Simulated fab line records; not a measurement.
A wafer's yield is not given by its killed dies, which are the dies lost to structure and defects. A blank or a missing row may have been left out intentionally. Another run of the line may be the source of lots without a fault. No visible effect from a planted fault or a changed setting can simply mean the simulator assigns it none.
fab line records	flow n5_finfet
record lots=7	wafers=39
route steps=1938 shown ZERO_LAYER@4 FIN_SAQP@96 SD_EPI_N@288 SD_EPI_P@321 SD_ACTIVATION@330
start_h: the number of hours between the record's first day and the start of the first shown wafer of the lot	wait_h: hours elapsed since this lot's preceding step	" the same as in the row above	L1.1+2: a row that stands for several wafers	- no value present, or no start provided	* or withheld: withheld	< > ~ a bound
route shown NAME@n: NAME is a module with steps in the file, n the number in the route of the first one	usual: the fault-free wafers' mean and standard deviation	same: alike in all rows	chamber/n: place in a boat	sites: per-site readings	_std_site: standard deviation across them	_edge_site: inner sites' mean taken away from outer sites' mean	radius_mm: how far each site lies from the wafer's centre	mask NAME#n: copy n	behind: the last tool/chamber to shape the wafer	hold: cause of the lot's hold/its duration in hours/its outcome	device: which transistor (n, p or np) failed to switch	end of line: tests of these same wafers at the route's end	where a step has no rows: the recipe by itself	killed: not the wafer's yield, but the dies lost to structure and defects at the first sort	map: dies across one wafer; x = killed, . = not, _ = none there
set.NAME: setting as actually run; set.NAME@STEP: the setting as run at that earlier step	model.NAME: the simulator's own value behind a step, which no gauge read
lots with deliberately changed settings; one table per step, one row per wafer
## steps
# step N5_ZERO_LAYER_PECVD_02
# recipe material=SiO2	target_thk_a=100	temp_c=400	precursor=SiH4/N2O	pressure_torr=0.75	rf_w=275	time_s=6
lot.wafer	tool	chamber	start_h	wait_h	set.time_s	model.SiO2_of_ZERO_LAYER_PECVD_02.thk_nm
L074.1	pecvd-04	0	12.37	0.0	6	9.992
L074.2	"	1	"	"	4.693	7.882
L074.3	"	2	"	"	4.693	7.676
L074.4	"	0	"	"	6	10.05
L074.5	"	1	"	"	6	10.13
L074.6	"	2	"	"	4.693	7.867
L075.1	pecvd-04	1	18.28	0.0	6	9.902
L075.2	"	2	"	"	6	10.06
L075.3	"	0	"	"	3.234	5.513
L075.4	"	2	"	"	6	10.18
L075.5	"	0	"	"	3.234	5.718
L075.6	"	1	"	"	3.234	5.631
L083.1	pecvd-01	1	66.28	0.0	6	10.21
L083.5	"	1	"	"	6	10.46
L083.6	"	2	"	"	6	10.26
L085.1	pecvd-04	0	78.28	0.0	6	9.964
L085.2	"	1	"	"	6	10.06
L085.3	"	2	"	"	6	10.08
L085.4	"	0	"	"	6	10.14
L085.5	"	1	"	"	6	10.1
L085.6	"	2	"	"	6	10.28
L086.1	pecvd-01	0	84.29	0.0	6	10.14
L086.2	"	2	"	"	6	10.15
L086.3	"	1	"	"	7.379	12.47
L086.4	"	1	"	"	6	10.35
L086.5	"	0	"	"	7.379	12.7
L086.6	"	2	"	"	7.379	12.6
L088.1	pecvd-03	0	96.28	0.0	6	9.819
L088.2	"	1	"	"	6	9.954
L088.3	"	2	"	"	6	9.862
L088.4+6	"	1,0	"	"	6	10.13
L088.5	"	2	"	"	6	10.01
L096.1	pecvd-01	0	144.28	0.0	6	9.95
L096.2	"	2	"	"	9.447	15.66
L096.3	"	1	"	"	9.447	15.54
L096.4	"	0	"	"	9.447	16.02
L096.5	"	2	"	"	6	10.27
L096.6	"	1	"	"	6	10.04
# step N5_FIN_SAQP_HM_DEP_03
# recipe material=SiNx	target_thk_a=380	temp_c=400	precursor=SiH4/NH3/N2	pressure_torr=1.5	rf_w=300	time_s=33.6
lot.wafer	tool	chamber	start_h	wait_h	set.target_thk_a	model.SiNx_of_FIN_SAQP_HM_DEP_03.thk_nm
L074.1	pecvd-04	2	21.01	0.2	380	37.86
L074.2	"	1	"	"	380	37.47
L074.3	"	0	"	"	521	51.78
L074.4	"	2	"	"	521	52.55
L074.5	"	1	"	"	521	52.9
L074.6	"	0	"	"	380	38.81
L075.1	pecvd-01	0	27.71	0.2	296.2	29.41
L075.2	"	1	"	"	380	38.17
L075.3	"	2	"	"	380	38.5
L075.4	"	2	"	"	380	38.63
L075.5	"	0	"	"	296.2	30.5
L075.6	"	1	"	"	296.2	30.48
L083.1	pecvd-02	1	77.31	0.2	380	37.22
L083.5	"	0	"	"	380	37.87
L083.6	"	1	"	"	380	38.27
L085.1	pecvd-02	1	86.59	0.2	474.8	47.15
L085.2	"	2	"	"	380	37.63
L085.3	"	0	"	"	380	37.86
L085.4	"	0	"	"	380	37.75
L085.5	"	2	"	"	474.8	47.68
L085.6	"	1	"	"	474.8	48.43
L086.1	pecvd-04	1	95.42	0.2	218.6	22.21
L086.2	"	2	"	"	218.6	22.22
L086.3	"	0	"	"	218.6	22.63
L086.4	"	0	"	"	380	38.82
L086.5	"	2	"	"	380	38.86
L086.6	"	1	"	"	380	38.76
L088.1	pecvd-02	1	105.18	0.2	380	38.12
L088.2	"	0	"	"	494.6	48.5
L088.3	"	2	"	"	494.6	49.37
L088.4	"	1	"	"	380	37.56
L088.5	"	2	"	"	494.6	49.97
L088.6	"	0	"	"	380	37.59
L096.1	pecvd-02	2	153.05	0.2	380	38
L096.2	"	0	"	"	380	38.15
L096.3	"	1	"	"	460.1	45.83
L096.4	"	2	"	"	460.1	46.85
L096.5	"	1	"	"	460.1	46.59
L096.6	"	0	"	"	380	38.31
# step N5_FIN_SAQP_THK_MEAS_05
# usual thk_nm=38.1/0.53
lot.wafer	tool	chamber	start_h	wait_h	set.target_thk_a@FIN_SAQP_HM_DEP_03	thk_nm
L074.1	film_metro-01	-	21.10	0.1	380	37.8
L074.2	"	-	"	"	380	37.4
L074.3	"	-	"	"	521	51.8
L074.4	"	-	"	"	521	52.5
L074.5	"	-	"	"	521	53.0
L074.6	"	-	"	"	380	38.8
L075.1	film_metro-01	-	27.79	0.1	296.2	29.5
L075.2	"	-	"	"	380	38.2
L075.3	"	-	"	"	380	38.5
L075.4	"	-	"	"	380	38.6
L075.5	"	-	"	"	296.2	30.5
L075.6	"	-	"	"	296.2	30.4
L083.1	film_metro-01	-	77.40	0.1	380	37.2
L083.5	"	-	"	"	380	37.9
L083.6	"	-	"	"	380	38.3
L085.1	film_metro-02	-	86.68	0.1	474.8	47.1
L085.2	"	-	"	"	380	37.6
L085.3	"	-	"	"	380	37.9
L085.4	"	-	"	"	380	37.8
L085.5	"	-	"	"	474.8	47.7
L085.6	"	-	"	"	474.8	48.4
L086.1	film_metro-01	-	95.51	0.1	218.6	22.2
L086.2	"	-	"	"	218.6	22.2
L086.3	"	-	"	"	218.6	22.7
L086.4	"	-	"	"	380	38.8
L086.5	"	-	"	"	380	38.9
L086.6	"	-	"	"	380	38.8
L088.1	film_metro-02	-	105.27	0.1	380	38.1
L088.2	"	-	"	"	494.6	48.5
L088.3	"	-	"	"	494.6	49.3
L088.4	"	-	"	"	380	37.6
L088.5	"	-	"	"	494.6	50.0
L088.6	"	-	"	"	380	37.6
L096.1	film_metro-01	-	153.13	0.1	380	38.0
L096.2	"	-	"	"	380	38.1
L096.3	"	-	"	"	460.1	45.8
L096.4	"	-	"	"	460.1	46.8
L096.5	"	-	"	"	460.1	46.6
L096.6	"	-	"	"	380	38.4
# step N5_FIN_SAQP_PECVD_47
# recipe material=a-Si	target_thk_a=450	temp_c=400	precursor=SiH4/He	pressure_torr=3	rf_w=100	time_s=36.3
# step N5_FIN_SAQP_PECVD_48
# recipe material=SiNx	target_thk_a=250	temp_c=400	precursor=SiH4/NH3/N2	pressure_torr=1.5	rf_w=300	time_s=22.1
# step N5_FIN_SAQP_MANDREL2_REMOVE_60
# recipe chemistry=HBr/Cl2/O2	bt_time_s=10	target=a-Si	stop_on=SiNx	endpoint=OES-SiCl	over_etch_frac=1	icp_w=600	bias_w=22	HBr_flow_sccm=150	Cl2_flow_sccm=80	O2_flow_sccm=5	pressure_mtorr=10
# step N5_FIN_SAQP_HM_OPEN_33
# recipe chemistry=CH3F/O2	target=SiNx	mask_material=SiO2	target_depth_a=494	time_s=70.6	pressure_mtorr=30	source_w=395	bias_w=73	Ar_flow_sccm=150	CH3F_flow_sccm=30	O2_flow_sccm=20	ion_energy_ev=120	ends=cleared
# usual etch_rf_on_time_s=69.6/1.2
lot.wafer	tool	chamber	start_h	wait_h	set.target_thk_a@FIN_SAQP_HM_DEP_03	etch_rf_on_time_s	model.etch.depth_nm
L074.1	rie_diel-01	2	25.67	0.0	380	69.5	37.23
L074.2	"	1	"	"	380	67.9	36.84
L074.3	"	0	"	"	521	95.8	51.13
L074.4	"	3	"	"	521	96.7	51.89
L074.5	"	0	"	"	521	97.5	52.27
L074.6	"	3	"	"	380	71.2	38.18
L075.1	rie_diel-05	3	32.49	0.2	296.2	52.8	28.7
L075.2	"	1	"	"	380	68.5	37.54
L075.3	"	0	"	"	380	70.0	37.87
L075.4	"	2	"	"	380	69.3	38
L075.5	"	1	"	"	296.2	54.2	29.79
L075.6	"	0	"	"	296.2	55.4	29.85
L083.1	rie_diel-01	1	82.56	0.2	380	67.9	36.56
L083.5	"	1	"	"	380	69.5	37.21
L083.6	"	0	"	"	380	69.8	37.64
L085.1	rie_diel-01	3	93.42	0.0	474.8	85.6	46.44
L085.2	"	2	"	"	380	69.6	37
L085.3	"	0	"	"	380	68.5	37.23
L085.4	"	3	"	"	380	68.2	37.12
L085.5	"	2	"	"	474.8	88.5	46.97
L085.6	"	0	"	"	474.8	88.0	47.8
L086.1	rie_diel-02	0	104.17	0.0	218.6	39.6	21.58
L086.2	"	2	"	"	218.6	41.0	21.6
L086.3	"	3	"	"	218.6	40.4	21.97
L086.4	"	1	"	"	380	70.0	38.19
L086.5	"	3	"	"	380	70.4	38.23
L086.6	"	0	"	"	380	70.2	38.14
L088.1	rie_diel-05	1	110.05	0.1	380	69.4	37.5
L088.2	"	0	"	"	494.6	89.8	47.79
L088.3	"	2	"	"	494.6	90.0	48.75
L088.4	"	3	"	"	380	68.9	36.93
L088.5	"	2	"	"	494.6	90.8	49.34
L088.6	"	1	"	"	380	67.4	36.88
L096.1	rie_diel-05	1	157.67	0.2	380	68.7	37.28
L096.2	"	2	"	"	380	70.0	37.52
L096.3	"	3	"	"	460.1	84.9	45.21
L096.4	"	0	"	"	460.1	87.2	46.17
L096.5	"	1	"	"	460.1	85.4	45.97
L096.6	"	0	"	"	380	70.8	37.59
# step N5_SD_EPI_N_EPI_21
# recipe material=Si:P	dopant=P	temp_c=680	pressure_torr=255	time_s=690
lot.wafer	tool	chamber	start_h	wait_h	set.epi_growth_time_s	model.Si-P_of_SD_EPI_N_EPI_21.thk_nm
L074.1	epi_rpcvd-02	0	50.00	0.2	1018	76.4
L074.2+5	"	0	"	"	690	58.4
L074.3	"	0	"	"	1018	77.6
L074.4	"	0	"	"	1018	78.2
L074.6	"	0	"	"	690	58.8
L075.1	epi_rpcvd-04	0	57.07	0.1	690	58.6
L075.2	"	0	"	"	317.8	28.8
L075.3	"	0	"	"	317.8	29.4
L075.4	"	0	"	"	690	58.4
L075.5	"	0	"	"	690	58.2
L075.6	"	0	"	"	317.8	29.2
L083.1+5	epi_rpcvd-04	0	107.68	0.1	690	59.4
L083.6	"	0	109.08	1.4	690	59
L085.1+2+3	epi_rpcvd-04	0	118.32	0.2	403.2	37.8
L085.4	"	0	119.44	1.2	690	59
L085.5	"	0	"	"	690	60
L085.6	"	0	"	"	690	59.6
L086.1+4+6	epi_rpcvd-01	0	128.61	0.1	328.8	30
L086.2	"	0	"	"	690	58
L086.3	"	0	"	"	690	57.4
L086.5	"	0	"	"	690	58.2
L088.1	epi_rpcvd-01	0	134.06	0.1	690	58.4
L088.2	"	0	"	"	690	59
L088.3	"	0	"	"	436.9	40.6
L088.4	"	0	"	"	436.9	40.4
L088.5	"	0	"	"	436.9	40.2
L088.6	"	0	"	"	690	59.8
L096.1	epi_rpcvd-01	0	183.23	0.2	690	59.4
L096.2	"	0	"	"	690	59.6
L096.3	"	0	"	"	493.6	46
L096.4	"	0	"	"	690	58.6
L096.5	"	0	"	"	493.6	45.2
L096.6	"	0	"	"	493.6	45.4
# step N5_SD_EPI_N_EPI_MEAS_23
# recipe mode=xrd
# usual thk_nm=59.0/1.1
lot.wafer	tool	chamber	start_h	wait_h	set.epi_growth_time_s@SD_EPI_N_EPI_21	thk_nm
L074.1	film_metro-01	-	52.28	1.9	1018	76.4
L074.2	"	-	"	"	690	59.4
L074.3	"	-	"	"	1018	78.3
L074.4	"	-	"	"	1018	79.2
L074.5	"	-	"	"	690	59.8
L074.6	"	-	"	"	690	56.5
L075.1	film_metro-01	-	58.90	1.6	690	59.3
L075.2	"	-	"	"	317.8	27.9
L075.3	"	-	"	"	317.8	30.6
L075.4	"	-	"	"	690	58.3
L075.5	"	-	"	"	690	57.9
L075.6	"	-	"	"	317.8	29.9
L083.1	film_metro-01	-	109.39	1.4	690	57.7
L083.5	"	-	"	"	690	59.0
L083.6	"	-	"	"	690	58.5
L085.1	film_metro-01	-	120.60	1.9	403.2	38.5
L085.2	"	-	"	"	403.2	37.9
L085.3	"	-	"	"	403.2	37.0
L085.4	"	-	"	"	690	60.4
L085.5	"	-	"	"	690	60.7
L085.6	"	-	"	"	690	60.8
L086.1	film_metro-01	-	130.33	1.4	328.8	29.9
L086.2	"	-	"	"	690	57.8
L086.3	"	-	"	"	690	57.9
L086.4	"	-	"	"	328.8	30.4
L086.5	"	-	"	"	690	57.1
L086.6	"	-	"	"	328.8	32.7
L088.1	film_metro-02	-	135.78	1.4	690	60.0
L088.2	"	-	"	"	690	58.5
L088.3	"	-	"	"	436.9	39.5
L088.4	"	-	"	"	436.9	40.6
L088.5	"	-	"	"	436.9	41.2
L088.6	"	-	"	"	690	59.5
L096.1	film_metro-01	-	185.52	1.9	690	61.3
L096.2	"	-	"	"	690	58.5
L096.3	"	-	"	"	493.6	44.2
L096.4	"	-	"	"	690	58.9
L096.5	"	-	"	"	493.6	44.6
L096.6	"	-	"	"	493.6	45.5
# step N5_SD_EPI_P_EPI_21
# recipe material=SiGe:B	dopant=B	temp_c=550	pressure_torr=20	ambient=H2	time_s=355
lot.wafer	tool	chamber	start_h	wait_h	set.time_s	model.SiGe-B_of_SD_EPI_P_EPI_21.thk_nm
L074.1	epi_rpcvd-02	0	54.78	0.2	196.1	36
L074.2	"	0	"	"	355	61
L074.3	"	0	"	"	355	60.8
L074.4	"	0	"	"	196.1	36.8
L074.5	"	0	"	"	355	60.2
L074.6	"	0	"	"	196.1	36.4
L075.1	epi_rpcvd-04	0	61.25	0.1	355	60.8
L075.2	"	0	"	"	355	60.4
L075.3+4	"	0	"	"	235.9	44
L075.5	"	0	"	"	235.9	43.4
L075.6	"	0	"	"	355	59.8
L083.1+5	epi_rpcvd-04	0	111.67	0.1	355	60.8
L083.6	"	0	113.47	1.8	355	61.2
L085.1	epi_rpcvd-02	0	123.21	0.1	355	61.4
L085.2	"	0	"	"	355	62
L085.3	"	0	"	"	355	61
L085.4+6	"	0	"	"	355	61.6
L085.5	"	0	"	"	355	61.2
L086.1	epi_rpcvd-02	0	133.64	0.2	298.4	55.6
L086.2	"	0	"	"	355	61.4
L086.3	"	0	"	"	355	61.6
L086.4	"	0	"	"	355	62.2
L086.5	"	0	"	"	298.4	55.2
L086.6	"	0	"	"	298.4	56.4
L088.1+5	epi_rpcvd-04	0	138.33	0.2	355	60.6
L088.2+4	"	0	"	"	156.9	29.2
L088.3	"	0	"	"	156.9	29.4
L088.6	"	0	140.73	2.4	355	61
L096.1	epi_rpcvd-03	0	188.11	0.2	355	60.8
L096.2	"	0	"	"	298	55
L096.3+6	"	0	"	"	298	54.2
L096.4+5	"	0	"	"	355	61
# step N5_SD_EPI_P_EPI_MEAS_23
# recipe mode=xrd
# usual thk_nm=61.4/1.2
lot.wafer	tool	chamber	start_h	wait_h	set.time_s@SD_EPI_P_EPI_21	thk_nm
L074.1	film_metro-01	-	57.70	2.5	196.1	36.4
L074.2	"	-	"	"	355	60.7
L074.3	"	-	"	"	355	62.3
L074.4	"	-	"	"	196.1	37.5
L074.5	"	-	"	"	355	59.3
L074.6	"	-	"	"	196.1	37.9
L075.1	film_metro-01	-	63.45	1.8	355	61.4
L075.2	"	-	"	"	355	60.4
L075.3	"	-	"	"	235.9	45.3
L075.4	"	-	"	"	235.9	45.4
L075.5	"	-	"	"	235.9	44.3
L075.6	"	-	"	"	355	58.9
L083.1	film_metro-02	-	113.86	1.8	355	61.4
L083.5	"	-	"	"	355	61.3
L083.6	"	-	"	"	355	60.8
L085.1	film_metro-02	-	125.42	1.9	355	61.8
L085.2	"	-	"	"	355	60.9
L085.3	"	-	"	"	355	62.6
L085.4	"	-	"	"	355	61.4
L085.5	"	-	"	"	355	62.3
L085.6	"	-	"	"	355	60.5
L086.1	film_metro-01	-	136.56	2.5	298.4	55.2
L086.2	"	-	"	"	355	60.5
L086.3	"	-	"	"	355	61.3
L086.4	"	-	"	"	355	62.9
L086.5	"	-	"	"	298.4	56.7
L086.6	"	-	"	"	298.4	57.3
L088.1	film_metro-01	-	141.24	2.4	355	60.5
L088.2	"	-	"	"	156.9	30.2
L088.3	"	-	"	"	156.9	29.4
L088.4	"	-	"	"	156.9	28.9
L088.5	"	-	"	"	355	60.3
L088.6	"	-	"	"	355	61.5
L096.1	film_metro-01	-	191.02	2.4	355	59.6
L096.2	"	-	"	"	298	54.5
L096.3	"	-	"	"	298	54.8
L096.4	"	-	"	"	355	60.0
L096.5	"	-	"	"	355	60.6
L096.6	"	-	"	"	298	53.8
# step N5_SD_EPI_P_HM_STRIP_48
# recipe chemistry=H3PO4	temp_c=160	material=SiNx	target=SiNx	target_depth_a=30	overetch_fraction=0.3
# step N5_SD_EPI_P_SRD_49
# recipe dry=ipa_marangoni	time_s=30	temp_c=23	rinse_liquid=diw
# step N5_SD_EPI_P_PRECLEAN_24
# recipe chemistry=O3/DIW	time_s=45	temp_c=22	o3_ppm=10
lot.wafer	tool	chamber	start_h	wait_h	set.epi_growth_time_s@SD_EPI_N_EPI_21	model.Si-P_of_SD_EPI_N_EPI_21.thk_nm
L074.1	wet_bench-01	5	57.81	0.0	1018	75.4
L074.2+5	"	7,0	"	"	690	57.6
L074.3	"	1	"	"	1018	76.6
L074.4	"	4	"	"	1018	77
L074.6	"	6	"	"	690	58
L075.1+4	wet_bench-01	2,0	63.56	0.0	690	57.6
L075.2	"	7	"	"	317.8	28.4
L075.3	"	1	"	"	317.8	29
L075.5	"	3	"	"	690	57.4
L075.6	"	6	"	"	317.8	28.8
L083.1+5	wet_bench-05	5,7	113.97	0.0	690	58.6
L083.6	"	0	"	"	690	58.2
L085.1+2+3	wet_bench-05	4,2,1	125.53	0.0	403.2	37.2
L085.4	"	6	"	"	690	58.2
L085.5	"	5	"	"	690	59.2
L085.6	"	3	"	"	690	58.8
L086.1+4+6	wet_bench-05	7,0,1	136.66	0.0	328.8	29.6
L086.2	"	6	"	"	690	57.2
L086.3	"	5	"	"	690	56.6
L086.5	"	4	"	"	690	57.4
L088.1	wet_bench-01	4	141.35	0.0	690	57.6
L088.2	"	7	"	"	690	58.2
L088.3	"	0	"	"	436.9	40
L088.4	"	5	"	"	436.9	39.8
L088.5	"	3	"	"	436.9	39.6
L088.6	"	6	"	"	690	59
L096.1+2	wet_bench-02	0,6	191.14	0.0	690	58.6
L096.3	"	4	"	"	493.6	45.2
L096.4	"	7	"	"	690	57.8
L096.5	"	5	"	"	493.6	44.4
L096.6	"	1	"	"	493.6	44.8
# step N5_SD_EPI_P_PRECLEAN_32
# recipe chemistry=dHF	time_s=10	dilution=500:1	temp_c=25
# step N5_SD_EPI_P_PRECLEAN_33
# recipe chemistry=SC2	time_s=45	temp_c=35	mix=1:1:50
# step N5_SD_ACTIVATION_RTA_00
# recipe temp_c=975	time_s=0	ambient=N2	idle_temp_c=600	ramp_up_c_per_s=150	ramp_down_c_per_s=60	cool_to_c=600
# step N5_SD_ACTIVATION_LSA_01
# recipe temp_c=1080	time_s=0.0008	ambient=N2
# step N5_SD_ACTIVATION_RS_MEAS_03
# recipe thk_meas_gauge=four-point-probe
# usual RS_SD_N=21.9/0.3	RS_SD_P=56.1/0.82
lot.wafer	tool	chamber	start_h	wait_h	set.epi_growth_time_s@SD_EPI_N_EPI_21	set.time_s@SD_EPI_P_EPI_21	RS_SD_N[ohm/sq]	RS_SD_P[ohm/sq]
L074.1	film_metro-01	-	58.60	0.2	1018	196.1	17.0	96.3
L074.2	"	-	"	"	690	355	22.3	56.7
L074.3	"	-	"	"	1018	355	16.6	56.8
L074.4	"	-	"	"	1018	196.1	16.5	93.4
L074.5	"	-	"	"	690	355	22.1	58.0
L074.6	"	-	"	"	690	196.1	22.0	94.5
L075.1	film_metro-01	-	64.07	0.2	690	355	22.3	56.2
L075.2	"	-	"	"	317.8	355	44.7	57.3
L075.3	"	-	"	"	317.8	235.9	44.1	78.5
L075.4	"	-	"	"	690	235.9	22.2	77.9
L075.5	"	-	"	"	690	235.9	22.3	79.2
L075.6	"	-	"	"	317.8	355	44.3	57.4
L083.1	film_metro-02	-	114.55	0.2	690	355	21.8	56.1
L083.5	"	-	"	"	690	355	21.7	56.6
L083.6	"	-	"	"	690	355	21.8	55.7
L085.1	film_metro-02	-	126.08	0.2	403.2	355	34.0	55.6
L085.2	"	-	"	"	403.2	355	34.1	55.0
L085.3	"	-	"	"	403.2	355	33.7	55.4
L085.4	"	-	"	"	690	355	21.8	55.1
L085.5	"	-	"	"	690	355	21.4	55.3
L085.6	"	-	"	"	690	355	21.5	55.0
L086.1	film_metro-02	-	137.35	0.2	328.8	298.4	43.5	62.6
L086.2	"	-	"	"	690	355	22.1	57.0
L086.3	"	-	"	"	690	355	22.5	56.4
L086.4	"	-	"	"	328.8	355	43.2	56.3
L086.5	"	-	"	"	690	298.4	22.0	63.2
L086.6	"	-	"	"	328.8	298.4	43.2	62.3
L088.1	film_metro-02	-	141.88	0.2	690	355	22.4	56.2
L088.2	"	-	"	"	690	156.9	22.0	115.2
L088.3	"	-	"	"	436.9	156.9	32.1	116.1
L088.4	"	-	"	"	436.9	156.9	31.9	115.2
L088.5	"	-	"	"	436.9	355	32.4	56.5
L088.6	"	-	"	"	690	355	21.6	55.7
L096.1	film_metro-01	-	191.81	0.2	690	355	21.8	56.2
L096.2	"	-	"	"	690	298	21.7	62.1
L096.3	"	-	"	"	493.6	298	28.2	63.1
L096.4	"	-	"	"	690	355	22.0	56.4
L096.5	"	-	"	"	493.6	355	28.5	55.8
L096.6	"	-	"	"	493.6	298	28.1	63.3
## key
split step=N5_ZERO_LAYER_PECVD_02	setting=time_s	stated=6	by=wafer
response step=N5_ZERO_LAYER_PECVD_02	reading=model.SiO2_of_ZERO_LAYER_PECVD_02.thk_nm	change=+0.0984	per=1%	r=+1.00
split step=N5_FIN_SAQP_HM_DEP_03	setting=target_thk_a	stated=380	by=wafer
response step=N5_FIN_SAQP_HM_DEP_03	reading=model.SiNx_of_FIN_SAQP_HM_DEP_03.thk_nm	change=+0.387	per=1%	r=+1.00
response step=N5_FIN_SAQP_THK_MEAS_05	reading=thk_nm	change=*	per=1%	r=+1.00
response step=N5_FIN_SAQP_HM_OPEN_33	reading=etch_rf_on_time_s	change=*	per=1%	r=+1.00
response step=N5_FIN_SAQP_HM_OPEN_33	reading=model.etch.depth_nm	change=+0.388	per=1%	r=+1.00
split step=N5_SD_EPI_N_EPI_21	setting=epi_growth_time_s	stated=690	by=wafer
response step=N5_SD_EPI_N_EPI_21	reading=model.Si-P_of_SD_EPI_N_EPI_21.thk_nm	change=+0.501	per=1%	r=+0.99
response step=N5_SD_EPI_N_EPI_MEAS_23	reading=thk_nm	change=*	per=1%	r=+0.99
response step=N5_SD_EPI_P_PRECLEAN_24	reading=model.Si-P_of_SD_EPI_N_EPI_21.thk_nm	change=+0.495	per=1%	r=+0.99
response step=N5_SD_ACTIVATION_RS_MEAS_03	reading=RS_SD_N	shape=bent	at_lowest=44.4	at_stated=22.0	at_highest=16.7
split step=N5_SD_EPI_P_EPI_21	setting=time_s	stated=355	by=wafer
response step=N5_SD_EPI_P_EPI_21	reading=model.SiGe-B_of_SD_EPI_P_EPI_21.thk_nm	change=+0.532	per=1%	r=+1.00
response step=N5_SD_EPI_P_EPI_MEAS_23	reading=thk_nm	change=*	per=1%	r=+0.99
response step=N5_SD_ACTIVATION_RS_MEAS_03	reading=RS_SD_P	change=-0.877	per=1%	r=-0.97
